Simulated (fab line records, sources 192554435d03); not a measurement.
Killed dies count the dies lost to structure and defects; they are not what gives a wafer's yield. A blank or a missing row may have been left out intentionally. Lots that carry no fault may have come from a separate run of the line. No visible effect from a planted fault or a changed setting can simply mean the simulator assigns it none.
Lot-split experiment | flow n5-finfet | on a route of 1938 steps: 7 lots, 21 wafers read

== ABOUT THE SPLIT ==
At N5_BEOL_M7_COAT_71 (time 60 s, resist thk 5 nm), the setting spin-rpm was moved away from the recipe's 1500 rpm on 5 of the 21 wafers read, by -4.7% to +5.1%. For the rest of the wafers, this setting stayed at what the recipe calls for.

== FROM THE SPLIT ON TO THE READING: in between, the file shows 1 step ==
- N5_BEOL_M7_DESCUM_33: chemistry O2, time 7 s (also split here: time-s)

== THE READING ==
etch.depth-nm (the simulator's own value, which no gauge read), in nm, at N5_BEOL_M7_ETCH_72 (etches underlayer in N2/H2, target depth 6.5 nm, time 5.2 s). The file does not state a usual value for it. Across the 16 wafers here that went through the recipe, the average is 5.006 nm and the standard deviation 0.012 nm.

wafer  | tool, chamber at the split | spin-rpm as run, rpm | against the recipe | etch.depth-nm, nm | against lot-mates on the recipe
L078.1 | litho-track-05, 0          | 1500                 | recipe             | 4.997             | -
L078.2 | litho-track-05, 0          | 1549                 | +3.3%              | 4.908             | -0.089
L078.3 | litho-track-05, 0          | 1549                 | +3.3%              | 4.921             | -0.076
L081.1 | litho-track-03, 0          | 1500                 | recipe             | 5.014             | -
L081.3 | litho-track-03, 0          | 1500                 | recipe             | 4.998             | -
L081.6 | litho-track-03, 0          | 1500                 | recipe             | 5.005             | -
L089.3 | litho-track-03, 0          | 1430                 | -4.7%              | 5.117             | +0.115
L089.5 | litho-track-03, 0          | 1430                 | -4.7%              | 5.117             | +0.115
L089.6 | litho-track-03, 0          | 1500                 | recipe             | 5.002             | -
L090.1 | litho-track-05, 0          | 1500                 | recipe             | 5.011             | -
L090.5 | litho-track-05, 0          | 1500                 | recipe             | 5.03              | -
L090.6 | litho-track-05, 0          | 1500                 | recipe             | 5.01              | -
L096.1 | litho-track-04, 0          | 1500                 | recipe             | 5.001             | -
L096.2 | litho-track-04, 0          | 1500                 | recipe             | 5.001             | -
L096.4 | litho-track-04, 0          | 1500                 | recipe             | 4.998             | -
L094.1 | litho-track-04, 0          | 1500                 | recipe             | 4.995             | -
L094.2 | litho-track-04, 0          | 1500                 | recipe             | 4.995             | -
L094.5 | litho-track-04, 0          | 1500                 | recipe             | 4.992             | -
L097.1 | litho-track-03, 0          | 1500                 | recipe             | 5.011             | -
L097.2 | litho-track-03, 0          | 1577                 | +5.1%              | 4.881             | -0.143
L097.3 | litho-track-03, 0          | 1500                 | recipe             | 5.038             | -

FIT RESULTS
A straight line over all 21 wafers: etch.depth-nm changes by -0.0249 nm for each +1% of spin-rpm; r = -0.98; the points scatter about the line by 0.012 nm.
The same after taking each lot's own level away (the mean of its wafers on the recipe; 21 wafers): -0.0257 nm for each +1%; r = -0.99; scatter 0.0073 nm.
The reading moves by 0.13 nm for the largest change in spin-rpm, on that fit.
The span of the lots' own levels, 4.9940 to 5.0245 nm, comes to 2.5 times the standard deviation stated above.
Consequently the slope shifts little with the lot-to-lot level, the two slopes agreeing.
Check: with one of the wafers moved furthest among these (+5.1%) left out of the fit, the line predicts -0.128 nm for it against its lot-mates. It came out at -0.143 nm against them.

== OTHER SPLITS ON THESE WAFERS ==
Before the reading, these wafers also passed through other splits. Each is held against what the fit with the lots' levels taken away leaves over:
other split on the same wafers | wafers away from the commonest value | r with etch.depth-nm (lot level and that fit taken away)
N5_BEOL_M6_EXPOSE_25 dose-mj   | 3                                    | +0.22
N5_BEOL_M6_VIA_ETCH_34 time-s  | 6                                    | -0.14
N5_BEOL_M7_DESCUM_33 time-s    | 10                                   | +0.05

== FILE'S OWN FIT ==
etch.depth-nm changes by -0.0262 nm for each +1% of spin-rpm, r = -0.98.
